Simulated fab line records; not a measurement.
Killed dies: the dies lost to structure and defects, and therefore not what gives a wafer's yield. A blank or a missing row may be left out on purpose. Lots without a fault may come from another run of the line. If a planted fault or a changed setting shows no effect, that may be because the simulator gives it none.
Chamber matching | flow n5 finfet | N5_HKMG_FIN_STRIP_92 on rie diel-02: 4 sister chambers
The step strips SOC in N2/H2, time 20 s. 14 wafers are shown with their chamber, then 7 later ones without.

## WAFERS PAIRED WITH THEIR CHAMBERS
wafer  | chamber | showerhead plenum p Torr (Torr) | throttle valve pct (%) | rf fwd power W (W)
L074.3 | 0       | 3.23                            | 18.7                   | 498.0
L074.5 | 0       | 3.23                            | 18.7                   | 497.8
L074.6 | 1       | 3.47                            | 19.5                   | 497.9
L076.1 | 1       | 3.47                            | 19.5                   | 495.0
L076.4 | 2       | 3.35                            | 19.3                   | 497.4
L076.6 | 1       | 3.47                            | 19.5                   | 494.9
L077.2 | 1       | 3.47                            | 19.5                   | 497.6
L077.3 | 0       | 3.22                            | 18.8                   | 497.2
L077.4 | 3       | 3.35                            | 19.4                   | 498.1
L081.2 | 3       | 3.35                            | 19.4                   | 495.1
L081.4 | 0       | 3.22                            | 18.7                   | 497.6
L081.6 | 2       | 3.34                            | 19.3                   | 497.5
L092.2 | 3       | 3.33                            | 19.5                   | 492.4
L092.4 | 1       | 3.45                            | 19.2                   | 497.2

SIGNATURES (means of the wafers above)
reading                  | chamber 0 | chamber 1 | chamber 2 | chamber 3 | scatter within a chamber
showerhead plenum p Torr | 3.2250    | 3.4660    | 3.3450    | 3.3433    | 0.00858
throttle valve pct       | 18.725    | 19.440    | 19.300    | 19.433    | 0.0928
rf fwd power W           | 497.650   | 496.520   | 497.450   | 495.200   | 1.58
Rule: distance of a wafer from a chamber = root of the sum over the readings of ((wafer's reading minus chamber's mean) / reading's scatter) squared. The wafer belongs to the nearest chamber; if the next one is less than 2 further off, it can't be placed. How the scatter is found: for the shown wafers, subtract from each reading the mean of its chamber, square and add these, divide the total by (wafers less chambers), then take the root.

## WAFERS WITHOUT THEIR CHAMBER
wafer  | showerhead plenum p Torr (Torr) | throttle valve pct (%) | rf fwd power W (W)
L092.6 | 3.33                            | 19.4                   | 495.8
L094.1 | 3.33                            | 19.3                   | 496.9
L094.2 | 3.20                            | 18.8                   | 497.2
L094.3 | 3.45                            | 19.2                   | 496.9
L096.2 | 3.20                            | 18.8                   | 497.0
L096.3 | 3.45                            | 19.2                   | 498.8
L096.5 | 3.45                            | 19.2                   | 498.4

## WHICH CHAMBER EACH WENT THROUGH
wafer  | from the rows above     | in truth
L092.6 | can't be placed: 3 or 2 | 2
L094.1 | can't be placed: 2 or 3 | 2
L094.2 | 0                       | 0
L094.3 | 1                       | 1
L096.2 | 0                       | 0
L096.3 | 1                       | 1
L096.5 | 1                       | 1
Correct placement for 5 of the 7. These rows do not allow placing 2 (true chamber among the candidates in 2). Number placed wrongly: 0.
